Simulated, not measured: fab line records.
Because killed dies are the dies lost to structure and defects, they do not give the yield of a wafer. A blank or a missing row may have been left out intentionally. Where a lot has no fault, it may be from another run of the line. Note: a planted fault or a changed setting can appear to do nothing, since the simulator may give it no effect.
Chamber matching ; flow nand-harc ; pecvd-02 running NHARC_A_M1_PRE_CLEAN_32: 3 sister chambers
The step time 12 s. 27 wafers are shown with their chamber, then 12 later ones without.

WAFERS PAIRED WITH THEIR CHAMBERS
wafer;chamber;heater-power-w (W)
L075.2;2;564
L075.3;1;568
L075.6;1;562
L077.1;2;590
L077.2;2;594
L077.5;2;621
L078.3;1;542
L078.4;2;561
L078.6;1;529
L081.1;2;580
L081.2;1;571
L081.4;2;591
L081.3;0;620
L081.5;1;555
L081.6;0;629
L083.2;0;643
L083.3;2;492
L083.4;1;574
L084.1;1;501
L084.5;1;512
L084.6;0;576
L086.3;2;581
L086.4;2;571
L086.6;1;568
L087.3;0;635
L087.4;1;578
L087.6;0;629

SIGNATURES (averages over the wafers above)
reading;chamber 0;chamber 1;chamber 2;scatter within a chamber
heater-power-w;622.00;550.91;574.50;28.9
Rule: for each reading, subtract the chamber's mean from the wafer's reading, divide by that reading's scatter and square the result; add these up over the readings and take the root, which gives the wafer's distance from the chamber. If the next closest chamber is less than 2 further off than the closest, the wafer can't be placed; otherwise it belongs to the closest. The scatter is the square root of a quotient: the sum, over the shown wafers, of each reading's squared deviation from its chamber's mean, divided by wafers minus chambers.

WAFERS MISSING THEIR CHAMBER
wafer;heater-power-w (W)
L092.2;621
L092.4;621
L092.5;590
L093.1;575
L093.2;518
L093.5;610
L095.4;547
L095.5;717
L095.6;566
L097.1;587
L097.3;564
L097.5;590

WHICH CHAMBER EACH WENT THROUGH
wafer;from the rows above;in truth
L092.2;can't be placed: 0 or 2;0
L092.4;can't be placed: 0 or 2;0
L092.5;can't be placed: 2 or 0 or 1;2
L093.1;can't be placed: 2 or 1 or 0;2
L093.2;can't be placed: 1 or 2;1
L093.5;can't be placed: 0 or 2 or 1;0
L095.4;can't be placed: 1 or 2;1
L095.5;can't be placed: 0 or 2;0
L095.6;can't be placed: 2 or 1 or 0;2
L097.1;can't be placed: 2 or 0 or 1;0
L097.3;can't be placed: 2 or 1 or 0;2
L097.5;can't be placed: 2 or 0 or 1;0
Correctly placed: 0 of 12. From these rows, 12 cannot be placed; in 12 the true chamber is one of the candidates. Wrongly placed: 0.
